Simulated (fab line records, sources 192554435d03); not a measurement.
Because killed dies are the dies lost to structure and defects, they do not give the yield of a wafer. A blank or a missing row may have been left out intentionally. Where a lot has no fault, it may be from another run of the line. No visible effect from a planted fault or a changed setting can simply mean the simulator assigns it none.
fab line records	flow n5_finfet
record lots=4	wafers=12	last_day=17
route steps=1938 shown SD_EPI_P@302 SD_ACTIVATION@330 ILD0@335 BEOL_M4@1111 PASSIVATION@1936
lots that met no fault: from a run of the same line without faults
start_h: hours from the record's opening day to when the first of the lot's shown wafers began	wait_h: time in hours since the lot's previous step	" identical to the entry in the row above	L1.1+2: several wafers, shown together as one row	- value missing, or start not given	* or withheld: withheld	< > ~ a bound
route shown NAME@n: names a module that has steps shown in the file, with the first one's number in the route	usual: mean/standard deviation of fault-free wafers	same: alike in all rows	chamber/n: place in a boat	sites: readings site by site	_std_site: standard deviation across them	_edge_site: inner sites' mean taken away from outer sites' mean	radius_mm: how far each site lies from the wafer's centre	mask NAME#n: copy n	behind: the most recent tool/chamber to have shaped the wafer	hold: cause of the lot's hold/its duration in hours/its outcome	device: the n, p or np transistor that did not switch	end of line: the tests these same wafers got at the end of their route	where a step has no rows: the recipe by itself	killed: at the first sort, the dies lost to defects and structure; wafer yield is something else	map: a wafer's dies, marking killed ones x, the rest . and places with no die _
set.NAME: the setting that was run; set.NAME@STEP: the one run at that earlier step	model.NAME: the simulator's own value behind a step, which no gauge read
a table for each step, a row for each wafer; lots at some steps of the route
services: from which hour (start_h, from the record's first day; less than 0 if before it) a tool's chamber was out of use, for how many hours, and why
## steps
# step N5_SD_EPI_P_DEVELOP_08
# recipe develop_time_s=30	developer=TMAH	resist=CAR-ArF-block	dev_temp_c=23	rinse_liquid=diw	dry=air_spin
# step N5_SD_EPI_P_DESCUM_14
# recipe chemistry=O2	time_s=7.9	source_power_w=50	bias_power_w=20	pressure_mtorr=20	rf_frequency_hz=2.712e+07	temp_c=40	resist=CAR-ArF-block	o2_flow_sccm=225
# step N5_SD_EPI_P_ETCH_36
# recipe chemistry=CF4	target=SiARC	target_depth_a=455	mask_material=CAR-ArF-block	time_s=75.8	ion_energy_ev=80	pressure_mtorr=40	source_w=545	bias_w=36	Ar_flow_sccm=100	cf4_flow_sccm=100	ends=cleared
# step N5_SD_EPI_P_ETCH_37
# recipe chemistry=N2/H2	target=SOC	overetch_a=1080	mask_material=SiARC	temp_c=40	ion_energy_ev=100	source_w=3000	bias_w=133	pressure_mtorr=20	time_s=486	n2_flow_sccm=200	h2_flow_sccm=200	ends=end_point
# step N5_SD_EPI_P_STRIP_38
# recipe chemistry=N2/H2	temp_c=40	n2_flow_sccm=200	h2_flow_sccm=200	rf_frequency_hz=6e+07
# step N5_SD_EPI_P_ETCHBACK_46
# recipe chemistry=CH3F/O2	mode=anisotropic_etchback	target=SiNx	target_depth_a=175	stop_on=SiO2	over_etch_frac=0.3	ion_energy_ev=120	pressure_mtorr=30	source_w=395	bias_w=73	Ar_flow_sccm=150	CH3F_flow_sccm=30	O2_flow_sccm=20
# step N5_SD_EPI_P_ETCH_47
# recipe chemistry=CH3F/O2	target=SiOCN	target_depth_a=250	mask_material=SOC	ion_energy_ev=60	bias_w=29	pressure_mtorr=30	source_w=410	Ar_flow_sccm=150	CH3F_flow_sccm=30	O2_flow_sccm=20
# step N5_SD_EPI_P_ETCH_16
# recipe chemistry=CHF3/O2	target=SiO2	target_depth_a=50	mask_material=SOC	pressure_mtorr=30	source_w=650	bias_w=170	Ar_flow_sccm=200	CHF3_flow_sccm=50	O2_flow_sccm=5	ion_energy_ev=200
# step N5_SD_EPI_P_STRIP_50
# recipe chemistry=CHF3/O2	resist=SiARC	rf_frequency_hz=6e+07
# step N5_SD_EPI_P_SD_RECESS_17
# recipe chemistry=HBr/Cl2/O2	target_depth_a=391	bt_time_s=3	pressure_mtorr=10	icp_w=800	bias_w=112	HBr_flow_sccm=150	Cl2_flow_sccm=80	O2_flow_sccm=12
# usual drypump_motor_current_A=5.8/0.36	oes_product_au=0.993/0.015	throttle_valve_pct=37.0/0.32
# same bt_time_s=3
lot.wafer	tool	chamber	start_h	wait_h	drypump_motor_current_A	oes_product_au	rf_hours_counter_h	throttle_valve_pct	model.SD_EPI_P.feature_depth_nm	model.etch.depth_nm
L176.2	rie_si-06	1	116.76	0.0	6.0	1.000	86	37.4	38.8	38.74
L176.4	"	3	"	"	5.0	1.016	18	36.6	39.8	39.71
L176.6	"	0	"	"	6.0	1.115	-	37.1	61.8	61.75
L177.1	rie_si-06	0	125.79	0.0	6.0	1.108	147	37.1	61	60.9
L177.2	"	1	"	"	5.9	1.007	86	37.4	38.4	38.45
L177.6	"	3	"	"	5.0	1.008	-	36.6	40	40.09
L187.1	rie_si-04	2	180.25	0.0	5.6	0.988	57	37.1	39	38.93
L187.2	"	3	"	"	6.4	0.998	151	37.9	39.4	39.48
L187.3	"	0	"	"	5.5	0.997	111	37.1	38.6	38.67
L188.1	rie_si-04	1	185.79	0.0	5.4	1.003	171	36.8	39.6	39.61
L188.4	"	3	"	"	6.4	1.001	151	37.9	39.2	39.21
L188.6	"	1	"	"	5.3	1.002	-	36.8	40	39.91
# step N5_SD_EPI_P_WET_ETCH_45
# recipe chemistry=dHF	dilution=withheld	time_s=10.7	target=SiO2	target_depth_a=20	temp_c=25	dry=ipa_marangoni	rinse_time_s=30	rinse_temp_c=23
# step N5_SD_EPI_P_STRIP_40
# recipe chemistry=N2/H2	power_w=1000	temp_c=250	h2_frac=0.65	overash_fraction=0.3	pressure_mtorr=withheld	n2_flow_sccm=1750	h2_flow_sccm=3250
# step N5_SD_EPI_P_PRECLEAN_52
# recipe chemistry=O3/DIW	time_s=60	temp_c=22	o3_ppm=10
# step N5_SD_EPI_P_SRD_20
# recipe dry=ipa_marangoni	do_ppb=5	time_s=30	temp_c=23	rinse_liquid=diw
# step N5_SD_EPI_P_PRECLEAN_51
# recipe chemistry=NF3:NH3	afs_cycles=1	temp_c=30	time_s=20	sublimation_temp_c=180	sublimation_time_s=60	pressure_torr=3	rf_power_w=30
# step N5_SD_EPI_P_VAPOR_ETCH_44
# recipe chemistry=NF3/Ar	target=SiGe30	temp_c=25	time_s=3.3	mode=isotropic
# step N5_SD_EPI_P_EPI_21
# recipe material=SiGe:B	dopant=B	temp_c=550	pressure_torr=20	ambient=H2	time_s=355
# step N5_SD_EPI_P_HM_STRIP_48
# recipe chemistry=H3PO4	temp_c=160	material=SiNx	target=SiNx	target_depth_a=30	overetch_fraction=0.3
# step N5_SD_EPI_P_SRD_49
# recipe dry=ipa_marangoni	time_s=30	temp_c=23	rinse_liquid=diw
# step N5_SD_EPI_P_PRECLEAN_24
# recipe chemistry=O3/DIW	time_s=45	temp_c=22	o3_ppm=10
# step N5_SD_EPI_P_PRECLEAN_32
# recipe chemistry=dHF	time_s=10	dilution=500:1	temp_c=25
# step N5_SD_EPI_P_PRECLEAN_33
# recipe chemistry=SC2	time_s=45	temp_c=35	mix=1:1:50
# step N5_SD_EPI_P_SRD_25
# recipe time_s=30	temp_c=23	rinse_liquid=diw	dry=ipa_marangoni
# step N5_SD_ACTIVATION_RTA_00
# recipe temp_c=975	time_s=0	ambient=N2	idle_temp_c=600	ramp_up_c_per_s=150	ramp_down_c_per_s=60	cool_to_c=600
# step N5_SD_ACTIVATION_LSA_01
# recipe temp_c=1080	time_s=0.0008	ambient=N2
# step N5_ILD0_LINER_00
# recipe material=SiNx	target_thk_a=40	temp_c=400	ald_precursor_family=SiH2I2	ald_co_reactant=N2/H2-plasma	pulse_time_s=1	purge_time_s=2	co_reactant_purge_time_s=2	ald_cycles=80	pressure_torr=2
# step N5_ILD0_FCVD_FILL_01
# recipe material=SiO2_flowable	target_thk_a=2000	temp_c=100	pressure_torr=0.8	rf_w=2000	time_s=328.3
# step N5_ILD0_CURE_02
# recipe temp_c=450	time_s=1800	ambient=steam	idle_temp_c=400	ramp_up_c_per_min=5	ramp_down_c_per_min=3	densification_p_h2o_torr=640
# step N5_ILD0_CMP_03
# recipe stop_on=SiNx	t_overpolish_s=1.9	post_cmp_clean=alkaline_brush	down_force_psi=4.1491	platen_rpm=51.796	pad_velocity_m_s=1.0306	target_thk_nm=197.38
# step N5_ILD0_CMP_07
# recipe stop_on=poly-Si	material=SiO2_flowable	t_overpolish_s=1.18	post_cmp_clean=alkaline_brush	down_force_psi=4.1491	platen_rpm=51.796	pad_velocity_m_s=1.0306	target_thk_nm=138.88
# step N5_ILD0_PRECLEAN_10
# recipe chemistry=NF3:NH3	afs_cycles=5	time_s=20	temp_c=30	sublimation_temp_c=180	sublimation_time_s=60	pressure_torr=3	rf_power_w=30
# step N5_ILD0_ALD_15
# recipe material=SiNx	target_thk_a=240	temp_c=400	ald_precursor_family=SiH2I2	ald_co_reactant=N2/H2-plasma	pulse_time_s=1	ald_cycles=480	purge_time_s=2	co_reactant_purge_time_s=2	pressure_torr=2
# step N5_BEOL_M4_RC_MEAS_101
# usual CJ_P=5.83/0.2	DIBL_N=36.5/2	DIBL_P=36.5/2.3	EOT_P=10.53/0.091	IGATE_P=0.0035/0.00047	IOFF_N=0.16/0.036	IOFF_P=0.21/0.037	IOFF_P_85C=3.7/0.54	IOFF_P_LIN=0.099/0.013	IOFF_P_LONG=0.000106/7.6e-06	ION_N=672/12	ION_P=459/7.1	RC_DENSE_P=23.9/0.57	RC_P=19.5/0.45	REXT_P=100.6/1.8	RS_SD_P=65.6/0.86	SS_N=71.6/0.73	SS_P=73.4/0.76	VT_N=250/3.3	VT_P=-250.5/2.9	VT_P_LONG=-275.7/2.7	VT_P_LVT=-99.0/2.9
lot.wafer	tool	chamber	start_h	wait_h	CJ_P	DIBL_N[mV/V]	DIBL_P[mV/V]	EOT_P	IGATE_P[nA/um]	IOFF_N[nA/um]	IOFF_P[nA/um]	IOFF_P_85C[nA/um]	IOFF_P_LIN[nA/um]	IOFF_P_LONG[nA/um]	ION_N[uA/um]	ION_P[uA/um]	RC_DENSE_P[ohm.um]	RC_P[ohm.um]	REXT_P[ohm.um]	RS_SD_P[ohm/sq]	SS_N[mV/dec]	SS_P[mV/dec]	VT_N[mV]	VT_P[mV]	VT_P_LONG[mV]	VT_P_LVT[mV]
L176.2	prober-01	0	230.02	0.2	5.66	36.3	37.2	10.52	0.0035	0.16	0.21	3.7	0.102	0.000108	665	459	23.8	19.7	102.1	65.5	71.8	73.7	253	-249.4	-276.7	-99.6
L176.4	"	0	"	"	5.86	34.7	35.6	10.33	0.0044	0.14	0.20	3.5	0.098	0.000112	671	463	25.2	20.4	102.1	65.5	71.6	72.3	252	-250.4	-274.6	-100.1
L176.6	"	0	"	"	-	37.3	-	-	-	0.18	-	-	-	-	652	-	-	-	-	-	72.4	-	252	-	-	-
L177.1	prober-02	0	260.12	0.0	-	35.7	-	-	-	0.14	-	-	-	-	675	-	-	-	-	-	70.8	-	252	-	-	-
L177.2	"	0	"	"	6.02	35.5	34.8	10.44	0.0035	0.14	0.19	3.4	0.099	0.000114	663	462	23.8	19.5	100.2	64.6	70.7	73.2	252	-251.4	-272.0	-96.8
L177.6	"	0	"	"	6.32	36.1	35.6	10.46	0.0039	0.15	0.21	3.7	0.107	0.000122	667	464	23.9	19.7	99.5	63.7	71.2	72.3	250	-248.3	-272.6	-96.9
L187.1	prober-01	0	297.09	0.1	5.78	36.4	36.7	10.65	0.0032	0.16	0.22	3.7	0.101	0.000103	673	460	23.7	19.3	104.5	66.5	71.3	73.1	250	-250.8	-274.3	-101.2
L187.2	"	0	"	"	6.07	39.6	40.7	10.45	0.0038	0.24	0.29	4.8	0.123	0.000107	696	467	22.5	18.5	102.6	67.0	72.8	74.5	242	-244.7	-273.3	-97.9
L187.3	"	0	"	"	6.05	34.6	35.0	10.57	0.0033	0.13	0.18	3.2	0.088	0.000107	672	457	23.0	18.8	101.9	66.6	71.8	72.6	252	-252.3	-274.6	-103.6
L188.1	prober-01	0	309.25	0.0	5.88	37.3	40.0	10.48	0.0040	0.21	0.28	4.7	0.125	0.000114	689	471	24.3	19.9	101.7	65.2	71.6	74.9	245	-244.4	-273.6	-91.6
L188.4	"	0	"	"	5.92	38.8	39.3	10.53	0.0036	0.26	0.27	4.6	0.117	0.000111	668	460	23.1	18.7	103.3	64.8	73.0	74.5	246	-246.3	-274.9	-92.7
L188.6	"	0	"	"	5.61	36.9	38.2	10.48	0.0038	0.20	0.26	4.4	0.115	0.000105	683	466	23.3	19.3	100.9	64.5	71.9	73.5	247	-247.0	-275.7	-92.3
# step N5_PASSIVATION_PROBE_49
# usual defect_limited_yield=91.4/1.4	killed_at_M0_to_M3=33/11	killed_at_M4_up=13/5.3	killed_at_contacts=13/6.1	killed_at_front_end=40/11	killed_at_other=2.9/2.7	killed_dies=102/17	killed_open=68/13	killed_short=32/7.5	sort_bin_4_leakage=0.00/0.022	sort_bin_5_function=5.1/0.98	sort_bin_6_memory=3.2/0.69	sort_n_pass=1077/21	sort_yield_pct=91.3/1.7
# same gross_dies=1180	killed_at_back_side=0	sort_bin_8_speed[%]=0
lot.wafer	tool	chamber	start_h	wait_h	defect_limited_yield[%]	killed_at_M0_to_M3	killed_at_M4_up	killed_at_contacts	killed_at_front_end	killed_at_other	killed_dies	killed_open	killed_short	sort_bin_4_leakage[%]	sort_bin_5_function[%]	sort_bin_6_memory[%]	sort_n_pass	sort_yield_pct[%]
L176.2	prober-01	-	343.61	0.1	92.5	26	17	25	21	0	89	66	21	0	4.4	3.1	1091	92.5
L176.4	prober-01	-	343.71	0.2	92.5	21	10	25	30	3	89	58	30	0	5.1	1.9	1091	92.5
L176.6	prober-01	-	343.81	0.3	93.0	16	16	19	31	1	83	53	28	92.97	4.4	2.4	0	0
L177.1	prober-02	-	390.28	0.0	91.9	34	8	19	30	4	95	66	28	91.95	4.7	3.1	0	0
L187.1	prober-02	-	411.20	0.0	91.9	20	9	10	55	1	95	58	34	0	4.2	3.3	1085	91.9
L187.2	prober-02	-	411.25	0.1	91.4	35	8	13	37	8	101	63	37	0	5.3	3.0	1079	91.4
L187.3	prober-02	-	411.30	0.1	91.9	34	15	13	29	4	95	61	34	0	4.6	3.1	1085	91.9
# killed by level:class
L176.2 MOL_CONTACT_COAG:geometric_particle:open=21 BEOL_M0_SAQP:geometric_particle:open=9 BEOL_M1:geometric_particle:open=7 BEOL_M0_SAQP:geometric_particle:short=5 FIN_SAQP:geometric_particle:open=4 MOL_CONTACT_COAG:geometric_particle:short=4 BEOL_M11:geometric_particle:open=4 DUMMY_GATE:geometric_particle:open=3
L176.4 MOL_CONTACT_COAG:geometric_particle:open=20 FIN_SAQP:geometric_particle:short=10 BEOL_M2:geometric_particle:open=8 GATE_CUT:geometric_particle:short=6 MOL_CONTACT_COAG:geometric_particle:short=5 BEOL_M3:geometric_particle:open=4 FIN_SAQP:geometric_particle:open=3 STI_FIN_REVEAL:geometric_particle:open=3
L176.6 MOL_CONTACT_COAG:geometric_particle:open=17 FIN_SAQP:geometric_particle:short=7 BEOL_M4:geometric_particle:short=6 BEOL_M4:geometric_particle:open=6 DUMMY_GATE:geometric_particle:open=5 FIN_SAQP:geometric_particle:open=4 BEOL_M3:geometric_particle:open=4 STI_FIN_REVEAL:geometric_particle:short=3
L177.1 MOL_CONTACT_COAG:geometric_particle:open=17 BEOL_M0_SAQP:geometric_particle:open=15 FIN_SAQP:geometric_particle:open=7 BEOL_M0_SAQP:geometric_particle:short=7 FIN_SAQP:geometric_particle:short=6 BEOL_M2:geometric_particle:open=5 BEOL_M7:geometric_particle:open=5 STI_FIN_REVEAL:geometric_particle:open=4
L187.1 FIN_SAQP:geometric_particle:open=16 FIN_SAQP:geometric_particle:short=11 MOL_CONTACT_COAG:geometric_particle:open=9 DUMMY_GATE:geometric_particle:open=8 BEOL_M1:geometric_particle:open=6 BEOL_M0_SAQP:geometric_particle:short=5 STI_FIN_REVEAL:geometric_particle:open=4 BEOL_M0_SAQP:geometric_particle:open=4
L187.2 BEOL_M1:geometric_particle:open=16 MOL_CONTACT_COAG:geometric_particle:open=12 FIN_SAQP:geometric_particle:short=11 FIN_SAQP:geometric_particle:open=8 STI_FIN_REVEAL:geometric_particle:open=7 STI_FIN_REVEAL:geometric_particle:short=5 PASS1_CAP:geometric_particle:short=5 BEOL_M1:geometric_particle:short=4
L187.3 BEOL_M1:geometric_particle:open=11 FIN_SAQP:geometric_particle:short=9 BEOL_M2:geometric_particle:open=9 MOL_CONTACT_COAG:geometric_particle:open=8 BEOL_M4:geometric_particle:open=7 FIN_SAQP:geometric_particle:open=6 BEOL_M0_SAQP:geometric_particle:open=6 MOL_CONTACT_COAG:geometric_particle:short=5
# map L176.2 (x killed, . not)
_________________............________________
______________......x..x........_____________
___________......x..x.....x........__________
__________.....x...................._________
________...x.......x............x....._______
_______.......x........................______
______xx................................_____
_____...x....................x......x....____
____.....x...............x.........xx.....___
___........................................__
___...............x..............x..x......__
__...................................x......_
__..x...........................x.........x._
_...x....x.................................x.
_..x...x.............................x.......
_......x..x.x............x.....x.x......x..x.
_.x....x....x............x.x...........x.....
_.........x...x..........x................x..
_.....................................x......
_...x.....x..........x.......................
_.....x........................x.............
__................xx........x.........x....._
__.........................x................_
___......x....x...........................x__
___.x.................x...............x....__
____.......x.......................x......___
_____........x...x.......x...............____
______.................................._____
_______......x............x...x.....xxx______
________.............x...x..........xx_______
__________........x................._________
___________..x...x..x.............x__________
______________................x._____________
_________________..x.........________________
# map L177.6 (x killed, . not)
_________________............________________
______________.........x........_____________
___________........xx......x.......__________
__________.....x..x................._________
________.......xx..............x......_______
_______.......x.x..........x...........______
______.x..........x...x........x........_____
_____..x....xx...............x......x....____
____............x.......x.................___
___...x...........x........................__
___...x................x..x....x.....xx....__
__x..........x.............x.........x......_
__.......x.x............x....x...x.....x...._
_......x.........x................x..x.......
_....................x.......................
_......x............................x.......x
_..xxx.x.xx...........x.....x......x.........
_....x..x......x.............x....x.....xx.x.
_......xx..xx.x............x..........x......
_.......x.......x...x.............x..x...x..x
_................x..x...........x...xx.......
__...x..........x.....xx.x.................._
__.....x....x......x..x..............x......_
___....x...x..........x..xx........xx..x...__
___........................x...............__
____..x......x..x..................x...x..___
_____................x...................____
______...xx......x....x..........x.....x_____
_______........x...............x.......______
________..............x..............._______
__________...................x......_________
___________.....................x..__________
______________.................._____________
_________________.........x..________________
## services
tool	chamber	start_h	hours	kind
rie_si-06	0	185.11	3.5	repair
## key
first_sign step=N5_SD_EPI_P_SD_RECESS_17	reading=oes_product_au	direction=up	sigmas=7.8	usual=0.993	struck=1.112
effect step=N5_BEOL_M4_RC_MEAS_101	reading=CJ_P	direction=missing
effect step=N5_BEOL_M4_RC_MEAS_101	reading=DIBL_P	direction=missing
effect step=N5_BEOL_M4_RC_MEAS_101	reading=EOT_P	direction=missing
effect step=N5_BEOL_M4_RC_MEAS_101	reading=IGATE_P	direction=missing
effect step=N5_BEOL_M4_RC_MEAS_101	reading=IOFF_P	direction=missing
effect step=N5_BEOL_M4_RC_MEAS_101	reading=IOFF_P_85C	direction=missing
effect step=N5_BEOL_M4_RC_MEAS_101	reading=IOFF_P_LIN	direction=missing
effect step=N5_BEOL_M4_RC_MEAS_101	reading=IOFF_P_LONG	direction=missing
effect step=N5_BEOL_M4_RC_MEAS_101	reading=ION_P	direction=missing
effect step=N5_BEOL_M4_RC_MEAS_101	reading=RC_DENSE_P	direction=missing
effect step=N5_BEOL_M4_RC_MEAS_101	reading=RC_P	direction=missing
effect step=N5_BEOL_M4_RC_MEAS_101	reading=REXT_P	direction=missing
effect step=N5_PASSIVATION_PROBE_49	reading=sort_bin_4_leakage	direction=up	sigmas=99+	usual=0.00	struck=92.46
model_effect step=N5_SD_EPI_P_SD_RECESS_17	value=SD_EPI_P.feature_depth_nm	without=38.5	struck=61.4
met_at N5_SD_EPI_P_SD_RECESS_17
struck_wafers L176.6,L177.1
fault kind=process_parameter_drift	tool=rie_si-06	chamber=0	onset_h=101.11	steps=N5_SD_EPI_P_SD_RECESS_17	channel=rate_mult	offset=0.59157	shape=step	end_h=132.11
